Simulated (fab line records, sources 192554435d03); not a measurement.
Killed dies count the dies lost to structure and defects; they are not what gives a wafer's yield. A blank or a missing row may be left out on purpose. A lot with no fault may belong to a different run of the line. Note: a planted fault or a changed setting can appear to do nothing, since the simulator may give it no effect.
Matching of chambers :: flow n5Finfet :: N5_BEOL_M5_DESCUM_16 on rieDiel-06: 4 sister chambers
The step chemistry O2, time 7 s. 18 wafers are shown with their chamber, then 9 later ones without.

== WAFERS WITH THEIR CHAMBER ==
wafer: L076.1
chamber: 1
showerheadPlenumPTorr (Torr): 2.21
drypumpMotorCurrentA (A): 6.6
oesProductAu (a.u.): 0.87

wafer: L076.3
chamber: 0
showerheadPlenumPTorr (Torr): 2.06
drypumpMotorCurrentA (A): 5.8
oesProductAu (a.u.): 0.94

wafer: L076.5
chamber: 2
showerheadPlenumPTorr (Torr): 2.07
drypumpMotorCurrentA (A): 5.7
oesProductAu (a.u.): 0.70

wafer: L078.1
chamber: 0
showerheadPlenumPTorr (Torr): 2.06
drypumpMotorCurrentA (A): 5.8
oesProductAu (a.u.): 0.95

wafer: L078.3
chamber: 3
showerheadPlenumPTorr (Torr): 2.04
drypumpMotorCurrentA (A): 5.9
oesProductAu (a.u.): 0.84

wafer: L078.5
chamber: 3
showerheadPlenumPTorr (Torr): 2.04
drypumpMotorCurrentA (A): 5.9
oesProductAu (a.u.): 0.83

wafer: L080.1
chamber: 1
showerheadPlenumPTorr (Torr): 2.21
drypumpMotorCurrentA (A): 6.6
oesProductAu (a.u.): 0.87

wafer: L080.4
chamber: 3
showerheadPlenumPTorr (Torr): 2.04
drypumpMotorCurrentA (A): 5.9
oesProductAu (a.u.): 0.84

wafer: L080.6
chamber: 1
showerheadPlenumPTorr (Torr): 2.21
drypumpMotorCurrentA (A): 6.6
oesProductAu (a.u.): 0.87

wafer: L079.2
chamber: 2
showerheadPlenumPTorr (Torr): 2.07
drypumpMotorCurrentA (A): 5.7
oesProductAu (a.u.): 0.68

wafer: L079.4
chamber: 3
showerheadPlenumPTorr (Torr): 2.04
drypumpMotorCurrentA (A): 5.9
oesProductAu (a.u.): 0.84

wafer: L079.5
chamber: 2
showerheadPlenumPTorr (Torr): 2.07
drypumpMotorCurrentA (A): 5.7
oesProductAu (a.u.): 0.68

wafer: L081.3
chamber: 3
showerheadPlenumPTorr (Torr): 2.04
drypumpMotorCurrentA (A): 5.9
oesProductAu (a.u.): 0.84

wafer: L081.4
chamber: 0
showerheadPlenumPTorr (Torr): 2.06
drypumpMotorCurrentA (A): 5.8
oesProductAu (a.u.): 0.93

wafer: L081.5
chamber: 1
showerheadPlenumPTorr (Torr): 2.21
drypumpMotorCurrentA (A): 6.6
oesProductAu (a.u.): 0.86

wafer: L082.2
chamber: 2
showerheadPlenumPTorr (Torr): 2.06
drypumpMotorCurrentA (A): 5.6
oesProductAu (a.u.): 0.68

wafer: L082.3
chamber: 3
showerheadPlenumPTorr (Torr): 2.04
drypumpMotorCurrentA (A): 5.9
oesProductAu (a.u.): 0.82

wafer: L082.6
chamber: 2
showerheadPlenumPTorr (Torr): 2.06
drypumpMotorCurrentA (A): 5.6
oesProductAu (a.u.): 0.68

SIGNATURES (averages over the wafers above)
reading: showerheadPlenumPTorr
chamber 0: 2.0600
chamber 1: 2.2100
chamber 2: 2.0660
chamber 3: 2.0400
scatter within a chamber: 0.00293

reading: drypumpMotorCurrentA
chamber 0: 5.800
chamber 1: 6.600
chamber 2: 5.660
chamber 3: 5.900
scatter within a chamber: 0.0293

reading: oesProductAu
chamber 0: 0.9400
chamber 1: 0.8675
chamber 2: 0.6840
chamber 3: 0.8350
scatter within a chamber: 0.00822
Rule: a wafer lies at a distance from a chamber equal to the root of the sum of squares, over the readings, of (its reading less the chamber's mean, divided by the reading's scatter). If the next closest chamber is less than 2 further off than the closest, the wafer can't be placed; otherwise it belongs to the closest. The scatter: the root of (the sum of the squares of (reading less its chamber's mean) over the shown wafers, divided by (wafers less chambers)).

== WAFERS WITHOUT THEIR CHAMBER ==
wafer: L084.4
showerheadPlenumPTorr (Torr): 2.06
drypumpMotorCurrentA (A): 5.8
oesProductAu (a.u.): 0.92

wafer: L084.5
showerheadPlenumPTorr (Torr): 2.04
drypumpMotorCurrentA (A): 5.9
oesProductAu (a.u.): 0.83

wafer: L084.6
showerheadPlenumPTorr (Torr): 2.06
drypumpMotorCurrentA (A): 5.8
oesProductAu (a.u.): 0.92

wafer: L086.1
showerheadPlenumPTorr (Torr): 2.04
drypumpMotorCurrentA (A): 5.9
oesProductAu (a.u.): 0.82

wafer: L086.2
showerheadPlenumPTorr (Torr): 2.06
drypumpMotorCurrentA (A): 5.6
oesProductAu (a.u.): 0.68

wafer: L086.6
showerheadPlenumPTorr (Torr): 2.06
drypumpMotorCurrentA (A): 5.6
oesProductAu (a.u.): 0.68

wafer: L087.1
showerheadPlenumPTorr (Torr): 2.04
drypumpMotorCurrentA (A): 5.9
oesProductAu (a.u.): 0.82

wafer: L087.2
showerheadPlenumPTorr (Torr): 2.06
drypumpMotorCurrentA (A): 5.6
oesProductAu (a.u.): 0.68

wafer: L087.3
showerheadPlenumPTorr (Torr): 2.20
drypumpMotorCurrentA (A): 6.7
oesProductAu (a.u.): 0.86

== WHICH CHAMBER EACH WENT THROUGH ==
wafer: L084.4
from the rows above: 0
in truth: 0

wafer: L084.5
from the rows above: 3
in truth: 3

wafer: L084.6
from the rows above: 0
in truth: 0

wafer: L086.1
from the rows above: 3
in truth: 3

wafer: L086.2
from the rows above: 2
in truth: 2

wafer: L086.6
from the rows above: 2
in truth: 2

wafer: L087.1
from the rows above: 3
in truth: 3

wafer: L087.2
from the rows above: 2
in truth: 2

wafer: L087.3
from the rows above: 1
in truth: 1
Correctly placed: 9 of 9. Number that these rows cannot place: 0. Wrongly placed: 0.
